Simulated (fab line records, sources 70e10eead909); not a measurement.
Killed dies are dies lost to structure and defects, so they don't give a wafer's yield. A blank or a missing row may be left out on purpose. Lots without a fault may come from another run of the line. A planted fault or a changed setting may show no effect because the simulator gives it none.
fab line records | flow nand_harc
record lots=12 wafers=36 last_day=34
route steps=1302 shown P_ZERO_WELL@14 P_STI@90 END@1302
lots that met no fault: from a run of the same line without faults
start_h: hours from the record's first day to the start of the lot's first wafer shown | wait_h: hours since the lot's step before | " the same as in the row above | L1.1+2: a row that stands for several wafers | - no value, or no start given | * or withheld: withheld | < > ~ a bound
route shown NAME@n: a module of which the file shows steps, and the number in the route of the first | usual: mean/standard deviation of fault-free wafers | same: alike in all rows | chamber/n: place in a boat | sites: the reading at each site | _std_site: their standard deviation | _edge_site: outer sites' mean less inner sites' | radius_mm: how far each site lies from the wafer's centre | mask NAME#n: copy n | behind: the tool/chamber that last shaped the wafer | hold: why the lot was held/for how many hours/how that ended | device: the transistor (n, p or np) that didn't switch | end of line: the same wafers' tests at the end of the route | a step without rows: its recipe alone | killed: dies lost to structure and defects at the first sort, not the wafer's yield | map: a wafer's dies, x killed, . not, _ none there
set.NAME: the setting as run; set.NAME@STEP: as run at that earlier step | model.NAME: the simulator's own value behind a step, which no gauge read
steps of the route over a sample of lots; a table a step, a row a wafer
services: from which hour (start_h, from the record's first day; less than 0 if before it) a tool's chamber was out of use, for how many hours, and why
## steps
# step NHARC_P_ZERO_WELL_CD_MEAS_11
# recipe target_cd_nm=500 landing_energy_ev=500
# usual cd_nm=499.6/2.2
# columns lot.wafer tool chamber start_h wait_h cd_nm
L641.2 cd_sem-01 0 21.24 - 499.7
L641.4 " 0 " " 498.3
L641.5 " 0 " " 499.9
L642.2 cd_sem-01 0 31.12 - 499.1
L642.3 " 0 " " 499.9
L642.5 " 0 " " 501.4
L644.2 cd_sem-01 0 51.11 - 496.2
L644.4 " 0 " " 498.3
L644.6 " 0 " " 496.1
L645.2 cd_sem-02 0 61.25 - 500.8
L645.3 " 0 " " 501.0
L645.6 " 0 " " 498.6
L646.2 cd_sem-03 0 71.12 - 497.8
L646.4 " 0 " " 499.3
L646.6 " 0 " " 497.3
L647.3 cd_sem-01 0 81.25 - 495.6
L647.4 " 0 " " 497.4
L647.6 " 0 " " 498.4
L650.1 cd_sem-02 0 111.12 - 502.7
L650.4 " 0 " " 502.4
L650.6 " 0 " " 504.4
L651.4 cd_sem-03 0 121.25 - 499.4
L651.5 " 0 " " 497.3
L651.6 " 0 " " 496.8
L661.1 cd_sem-03 0 221.24 - 503.0
L661.2 " 0 " " 500.9
L661.5 " 0 " " 503.2
L662.1 cd_sem-01 0 231.23 - 495.9
L662.2 " 0 " " 500.5
L662.5 " 0 " " 498.1
L663.1 cd_sem-02 0 241.11 - 494.3
L663.3 " 0 " " 498.2
L663.4 " 0 " " 497.0
L664.2 cd_sem-02 0 251.12 - 500.0
L664.5 " 0 " " 500.1
L664.6 " 0 " " 500.0
# step NHARC_P_ZERO_WELL_EXPOSE_34
# recipe na=0.6 target_cd_nm=720 dose_mj=22.31 mask_id=P_PWELL
# usual exposure_dose_mJ_cm2=22.307/0.027
# columns lot.wafer tool chamber start_h wait_h mask exposure_dose_mJ_cm2
L641.2 krf_scanner-03 0 23.97 - P_PWELL#0 22.286
L641.4 " 0 " " P_PWELL#0 22.289
L641.5 " 0 " " P_PWELL#0 22.231
L642.2 krf_scanner-03 0 33.70 - P_PWELL#0 22.299
L642.3 " 0 " " P_PWELL#0 22.286
L642.5 " 0 " " P_PWELL#0 22.319
L644.2 krf_scanner-02 0 54.05 - P_PWELL#0 22.300
L644.4 " 0 " " P_PWELL#0 22.324
L644.6 " 0 " " P_PWELL#0 22.331
L645.2 krf_scanner-03 0 64.02 - P_PWELL#0 22.285
L645.3 " 0 " " P_PWELL#0 22.315
L645.6 " 0 " " P_PWELL#0 22.312
L646.2 krf_scanner-01 0 74.00 - P_PWELL#0 22.274
L646.4 " 0 " " P_PWELL#0 22.243
L646.6 " 0 " " P_PWELL#0 22.258
L647.3 krf_scanner-03 0 84.20 - P_PWELL#0 22.288
L647.4 " 0 " " P_PWELL#0 22.274
L647.6 " 0 " " P_PWELL#0 22.277
L650.1 krf_scanner-01 0 113.84 - P_PWELL#0 22.312
L650.4 " 0 " " P_PWELL#0 22.352
L650.6 " 0 " " P_PWELL#0 22.309
L651.4 krf_scanner-01 0 123.95 - P_HVPW#0 22.300
L651.5 " 0 " " P_HVPW#0 22.300
L651.6 " 0 " " P_HVPW#0 22.302
L661.1 krf_scanner-01 0 224.06 - P_PWELL#0 22.303
L661.2 " 0 " " P_PWELL#0 22.292
L661.5 " 0 " " P_PWELL#0 22.321
L662.1 krf_scanner-03 0 233.95 - P_PWELL#0 22.303
L662.2 " 0 " " P_PWELL#0 22.319
L662.5 " 0 " " P_PWELL#0 22.310
L663.1 krf_scanner-02 0 243.93 - P_PWELL#0 22.332
L663.3 " 0 " " P_PWELL#0 22.319
L663.4 " 0 " " P_PWELL#0 22.332
L664.2 krf_scanner-03 0 253.97 - P_PWELL#0 22.311
L664.5 " 0 " " P_PWELL#0 22.328
L664.6 " 0 " " P_PWELL#0 22.326
# step NHARC_P_ZERO_WELL_CD_MEAS_37
# recipe target_cd_nm=720 landing_energy_ev=500
# usual cd_nm=718.5/1.8
# columns lot.wafer tool chamber start_h wait_h cd_nm
L641.2 cd_sem-01 0 24.12 - 719.5
L641.4 " 0 " " 721.1
L641.5 " 0 " " 720.1
L642.2 cd_sem-01 0 33.85 - 719.1
L642.3 " 0 " " 716.4
L642.5 " 0 " " 718.7
L644.2 cd_sem-03 0 54.21 - 719.0
L644.4 " 0 " " 717.8
L644.6 " 0 " " 717.4
L645.2 cd_sem-02 0 64.17 - 718.6
L645.3 " 0 " " 717.9
L645.6 " 0 " " 714.3
L646.2 cd_sem-01 0 74.15 - 720.7
L646.4 " 0 " " 721.7
L646.6 " 0 " " 718.8
L647.3 cd_sem-02 0 84.35 - 719.8
L647.4 " 0 " " 716.7
L647.6 " 0 " " 722.4
L650.1 cd_sem-02 0 114.00 - 719.5
L650.4 " 0 " " 717.2
L650.6 " 0 " " 717.7
L651.4 cd_sem-01 0 124.09 - -
L651.5 " 0 " " -
L651.6 " 0 " " -
L661.1 cd_sem-01 0 224.21 - 717.5
L661.2 " 0 " " 720.7
L661.5 " 0 " " 720.9
L662.1 cd_sem-02 0 234.10 - 720.5
L662.2 " 0 " " 718.1
L662.5 " 0 " " 717.7
L663.1 cd_sem-01 0 244.09 - 717.0
L663.3 " 0 " " 715.7
L663.4 " 0 " " 717.0
L664.2 cd_sem-03 0 254.12 - 718.0
L664.5 " 0 " " 716.6
L664.6 " 0 " " 717.2
# step NHARC_P_STI_ETCH_15
# recipe target_depth_a=3000 taper_deg=4 time_s=100.1 hbr_flow_sccm=150 cl2_flow_sccm=50 rf_w=400 icp_w=400 bias_w=100 chemistry=HBr/Cl2
# usual drypump_motor_current_A=5.7/0.51 oes_product_au=1.001/0.0091 throttle_valve_pct=26.406/0.0084
# columns lot.wafer tool chamber start_h wait_h drypump_motor_current_A oes_product_au rf_hours_counter_h throttle_valve_pct
L641.2 rie_si-05 0 44.93 - 4.8 0.996 0.7 26.412
L641.4 " 2 " " 5.3 1.000 0.6 26.402
L641.5 " 0 " " 4.8 0.993 - 26.395
L642.2 rie_si-05 3 56.73 - 6.1 0.998 0.6 26.414
L642.3 " 0 " " 4.8 0.990 0.8 26.402
L642.5 " 1 " " 6.5 1.001 - 26.414
L644.2 rie_si-03 0 75.74 - 6.0 0.999 0.1 26.398
L644.6 " 1 " " 5.6 0.988 - 26.407
L644.4 " 0 " " 6.0 1.015 - 26.416
L645.3 rie_si-02 2 86.03 - 5.5 0.991 1.0 26.418
L645.2 " 1 " " 6.6 1.014 1.0 26.402
L645.6 " 1 " " 6.6 1.003 - 26.409
L646.2 rie_si-03 3 97.16 - 5.6 0.981 0.3 26.412
L646.6 " 3 " " 5.6 0.983 - 26.405
L646.4 " 0 " " 6.0 1.004 - 26.403
L647.3 rie_si-03 0 106.76 - 6.0 1.001 0.5 26.404
L647.4 " 0 " " 6.0 1.003 - 26.406
L647.6 " 1 " " 5.6 0.985 - 26.409
L650.1 rie_si-03 3 139.95 - 5.6 1.009 0.8 26.410
L650.4 " 0 " " 6.0 1.012 0.8 26.405
L650.6 " 3 " " 5.6 1.005 - 26.409
L661.2 rie_si-03 2 246.62 - 5.8 1.001 0.1 26.405
L661.1 " 3 " " 5.6 1.007 0.1 26.411
L661.5 " 3 " " 5.6 0.995 - 26.416
L662.1 rie_si-05 1 255.63 - 6.4 1.000 0.6 26.402
L662.2 " 2 " " 5.3 0.999 0.7 26.407
L662.5 " 0 " " 4.8 0.997 - 26.391
L663.1 rie_si-05 1 267.69 - 6.5 1.002 0.7 26.420
L663.4 " 2 " " 5.3 0.989 0.8 26.421
L663.3 " 3 " " 6.1 0.989 0.6 26.403
L664.2 rie_si-03 1 278.54 - 5.6 0.993 0.3 26.409
L664.6 " 1 " " 5.6 0.997 - 26.385
L664.5 " 2 " " 5.8 1.000 - 26.399
# step NHARC_P_STI_CD_MEAS_16
# usual cd_nm=199.1/2.3
# columns lot.wafer tool chamber start_h wait_h cd_nm
L641.2 cd_sem-03 - 45.07 - 198.7
L641.4 " - " " 198.8
L641.5 " - " " 201.8
L642.2 cd_sem-01 - 56.87 - 199.7
L642.3 " - " " 200.0
L642.5 " - " " 201.7
L644.2 cd_sem-02 - 75.89 - 199.1
L644.4 " - " " 197.9
L644.6 " - " " 200.1
L645.2 cd_sem-01 - 86.22 - 201.8
L645.3 " - " " 196.1
L645.6 " - " " 200.0
L646.2 cd_sem-01 - 97.36 - 200.3
L646.4 " - " " 198.1
L646.6 " - " " 193.2
L647.3 cd_sem-03 - 106.96 - 196.0
L647.4 " - " " 203.5
L647.6 " - " " 200.0
L650.1 cd_sem-02 - 140.11 - 197.8
L650.4 " - " " 199.8
L650.6 " - " " 201.1
L661.1 cd_sem-02 - 246.78 - 202.5
L661.2 " - " " 199.1
L661.5 " - " " 201.5
L662.1 cd_sem-03 - 255.77 - 196.8
L662.2 " - " " 198.0
L662.5 " - " " 196.4
L663.1 cd_sem-02 - 267.83 - 195.8
L663.3 " - " " 198.9
L663.4 " - " " 199.6
L664.2 cd_sem-03 - 278.70 - 196.5
L664.5 " - " " 200.5
L664.6 " - " " 198.0
# step NHARC_END_SORT_01
# recipe temp_c=25
# usual killed_at_array=52/17 killed_at_other=0.9/1.2 killed_at_periphery=3.9/2.7 killed_dies=57/16 killed_open=3.3/1.9 killed_short=2.5/1.5
# same gross_dies=677
# columns lot.wafer tool chamber start_h wait_h hold killed_at_array killed_at_other killed_at_periphery killed_dies killed_open killed_short
L641.2 prober-01 0 566.52 2.8 - 75 0 0 75 0 4
L641.4 prober-01 0 568.12 3.4 - 81 1 1 83 6 1
L641.5 prober-01 0 568.92 3.7 - 80 1 1 82 1 6
L642.2 prober-01 0 586.04 2.8 - 87 0 6 93 8 3
L642.3 prober-01 0 586.84 3.1 - 75 0 5 80 3 1
L642.5 prober-01 0 588.44 3.7 - 87 0 3 90 3 2
L645.2 prober-01 0 598.20 2.8 - 50 0 0 50 2 1
L645.3 prober-01 0 599.00 3.1 - 66 0 5 71 4 6
L645.6 prober-01 0 601.39 4.0 - 68 2 1 71 2 4
L650.1 prober-02 0 654.81 2.5 - 57 3 6 66 3 2
L650.4 prober-02 0 657.23 3.4 - 48 2 5 55 4 1
L650.6 prober-02 0 658.83 4.0 - 55 2 5 62 3 2
L651.4 prober-02 0 672.18 3.4 await_dispo/3.4h/scrap 42 1 634 677 3 2
L651.5 prober-02 0 672.97 3.7 await_dispo/3.4h/scrap 43 0 634 677 2 1
L651.6 prober-02 0 673.76 4.0 await_dispo/3.4h/scrap 34 0 643 677 4 2
# killed by level:class
L641.2 A_CHANNEL_HOLE_D1:chamber_film_flake=31 A_SLIT:chamber_film_flake=21 A_STAIRCASE:chamber_film_flake=7 A_CHANNEL_HOLE_D2:chamber_film_flake=6 A_CHANNEL_FILL_D2:geometric_particle:short=3 A_CONTACT:chamber_film_flake=3 A_WL_FILL:geometric_particle:short=1 A_ZERO_WELL:chamber_film_flake=1
L641.4 A_CHANNEL_HOLE_D1:chamber_film_flake=32 A_SLIT:chamber_film_flake=17 A_STAIRCASE:chamber_film_flake=8 A_CHANNEL_FILL_D1:chamber_film_flake=5 A_CHANNEL_HOLE_D2:chamber_film_flake=5 A_CONTACT:chamber_film_flake=4 A_ONON_D2:geometric_particle:open=2 A_WL_FILL:chamber_film_flake=2
L641.5 A_CHANNEL_HOLE_D1:chamber_film_flake=38 A_SLIT:chamber_film_flake=18 A_STAIRCASE:chamber_film_flake=5 A_CONTACT:chamber_film_flake=5 A_WL_FILL:geometric_particle:short=3 A_CHANNEL_FILL_D1:chamber_film_flake=3 A_CHANNEL_HOLE_D2:chamber_film_flake=3 P_M1:geometric_particle:short=1
L642.2 A_CHANNEL_HOLE_D1:chamber_film_flake=27 A_CHANNEL_HOLE_D2:chamber_film_flake=23 A_SLIT:chamber_film_flake=20 A_STAIRCASE:chamber_film_flake=3 A_CHANNEL_FILL_D2:geometric_particle:open=2 P_M2:chamber_film_flake=2 A_CONTACT:chamber_film_flake=2 P_STI:geometric_particle:open=1
L642.3 A_CHANNEL_HOLE_D2:chamber_film_flake=35 A_CHANNEL_HOLE_D1:chamber_film_flake=25 A_SLIT:chamber_film_flake=8 P_M2:chamber_film_flake=2 A_STAIRCASE:chamber_film_flake=2 A_CONTACT:chamber_film_flake=2 P_M0:geometric_particle:short=1 P_M0:geometric_particle:open=1
L642.5 A_CHANNEL_HOLE_D1:chamber_film_flake=32 A_CHANNEL_HOLE_D2:chamber_film_flake=27 A_SLIT:chamber_film_flake=19 A_CONTACT:chamber_film_flake=5 A_CHANNEL_FILL_D2:geometric_particle:open=2 P_GATE:geometric_particle:open=1 A_DECK1_JOINT:geometric_particle:short=1 A_CHANNEL_FILL_D2:geometric_particle:short=1
L645.2 A_CHANNEL_HOLE_D2:chamber_film_flake=32 A_SLIT:chamber_film_flake=9 A_CHANNEL_FILL_D2:chamber_film_flake=2 A_DECK1_JOINT:geometric_particle:open=1 A_BLC:geometric_particle:short=1 A_M1:geometric_particle:open=1 A_ZERO_WELL:chamber_film_flake=1 A_STAIRCASE:chamber_film_flake=1
L645.3 A_CHANNEL_HOLE_D2:chamber_film_flake=31 A_SLIT:chamber_film_flake=28 A_WL_FILL:geometric_particle:short=3 P_M0:geometric_particle:open=2 P_GATE:geometric_particle:short=1 P_M1:geometric_particle:short=1 A_CHANNEL_HOLE_D1:geometric_particle:open=1 A_BLC:geometric_particle:short=1
L645.6 A_SLIT:chamber_film_flake=31 A_CHANNEL_HOLE_D2:chamber_film_flake=27 STARTING-WAFER:geometric_particle:short=2 A_CHANNEL_HOLE_D1:chamber_film_flake=2 A_CONTACT:chamber_film_flake=2 P_M0:geometric_particle:short=1 A_DECK1_JOINT:geometric_particle:open=1 A_DECK1_JOINT:geometric_particle:short=1
L650.1 A_CHANNEL_HOLE_D1:chamber_film_flake=35 A_CONTACT:chamber_film_flake=9 A_CHANNEL_HOLE_D2:chamber_film_flake=7 A_SLIT:chamber_film_flake=3 THIN_TSV:chamber_film_flake=3 P_CONTACT:geometric_particle:open=2 P_STI:chamber_film_flake=2 P_M0:geometric_particle:open=1
L650.4 A_CHANNEL_HOLE_D1:chamber_film_flake=30 A_CHANNEL_HOLE_D2:chamber_film_flake=7 A_CONTACT:chamber_film_flake=7 P_STI:chamber_film_flake=3 THIN_TSV:chamber_film_flake=2 P_GATE:geometric_particle:open=1 P_CONTACT:geometric_particle:open=1 A_ONON_D1:geometric_particle:open=1
L650.6 A_CHANNEL_HOLE_D1:chamber_film_flake=29 A_CHANNEL_HOLE_D2:chamber_film_flake=12 A_CONTACT:chamber_film_flake=6 P_STI:chamber_film_flake=4 A_CHANNEL_FILL_D1:chamber_film_flake=2 THIN_TSV:chamber_film_flake=2 A_ONON_D1:geometric_particle:open=1 A_DECK1_JOINT:geometric_particle:short=1
L651.4 P_ZERO_WELL:area_expose=627 A_SLIT:chamber_film_flake=25 A_CHANNEL_HOLE_D1:chamber_film_flake=4 A_M1:chamber_film_flake=4 P_GATE:chamber_film_flake=3 P_STI:chamber_film_flake=2 A_STAIRCASE:chamber_film_flake=2 P_GATE:geometric_particle:open=1
L651.5 P_ZERO_WELL:area_expose=627 A_SLIT:chamber_film_flake=32 A_CONTACT:chamber_film_flake=4 P_STI:chamber_film_flake=3 A_CHANNEL_HOLE_D1:chamber_film_flake=3 P_ZERO_WELL:chamber_film_flake=2 P_GATE:chamber_film_flake=2 A_ONON_D1:geometric_particle:short=1
L651.6 P_ZERO_WELL:area_expose=639 A_SLIT:chamber_film_flake=12 A_CONTACT:chamber_film_flake=7 A_CHANNEL_HOLE_D1:chamber_film_flake=5 A_CHANNEL_FILL_D1:chamber_film_flake=3 P_GATE:geometric_particle:open=1 A_ONON_D1:geometric_particle:short=1 A_DECK1_JOINT:geometric_particle:open=1
## services
# columns tool chamber start_h hours kind
rie_si-03 1 1.55 4.5 repair
krf_scanner-01 - 11.17 0.2 repair
rie_si-03 - 22.44 2.0 repair
rie_si-02 1 23.01 3.7 repair
krf_scanner-03 0 28.42 - calibration
rie_si-03 0 29.56 1.2 repair
rie_si-03 - 44.00 9.0 pm
krf_scanner-03 - 52.00 4.0 pm
rie_si-02 0 83.66 4.8 repair
krf_scanner-02 - 85.33 0.9 repair
krf_scanner-02 - 94.00 4.0 pm
rie_si-02 - 100.00 9.0 pm
krf_scanner-03 - 127.10 2.2 repair
rie_si-05 - 128.00 9.0 pm
krf_scanner-01 - 140.00 4.0 pm
krf_scanner-03 - 149.29 0.6 repair
rie_si-02 2 177.68 2.4 repair
krf_scanner-02 - 195.36 3.7 repair
rie_si-03 3 211.86 4.7 repair
rie_si-03 - 221.00 9.0 pm
krf_scanner-03 - 224.00 4.0 pm
rie_si-05 - 224.36 1.7 repair
krf_scanner-02 - 266.00 4.0 pm
rie_si-02 - 277.00 9.0 pm
## key
first_sign step=NHARC_P_ZERO_WELL_EXPOSE_34 reading=mask direction=changed
effect step=NHARC_P_ZERO_WELL_CD_MEAS_37 reading=cd_nm direction=missing
effect step=NHARC_END_SORT_01 reading=killed_at_periphery direction=up sigmas=99+ usual=3.9 struck=637
more_kills_born_at NHARC_P_ZERO_WELL_EXPOSE_34@krf_scanner-01=1893
met_at NHARC_P_ZERO_WELL_EXPOSE_34
struck_lots L651
later_rows_left_out L651.4,L651.5,L651.6
tester_left_out L651
not_acting_at NHARC_P_ZERO_WELL_CD_MEAS_11,NHARC_P_STI_ETCH_15,NHARC_P_STI_CD_MEAS_16
onset_between 113.84 123.95
fault kind=wrong_mask tool=any chamber=- onset_h=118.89 steps=NHARC_P_ZERO_WELL_EXPOSE_34 aux_copy=P_HVPW#0 scope=struck_lots_only
# tester_left_out: of these lots the tester's yield and bins aren't shown, on N5 and GAA mostly nor the transistor test; their killed dies are dies lost to structure and defects alone, not to doping, threshold or leakage, so they don't give the yield
# later_rows_left_out: the simulator's readings of these wafers behind a module that went badly wrong aren't trusted and aren't shown, but for the sort
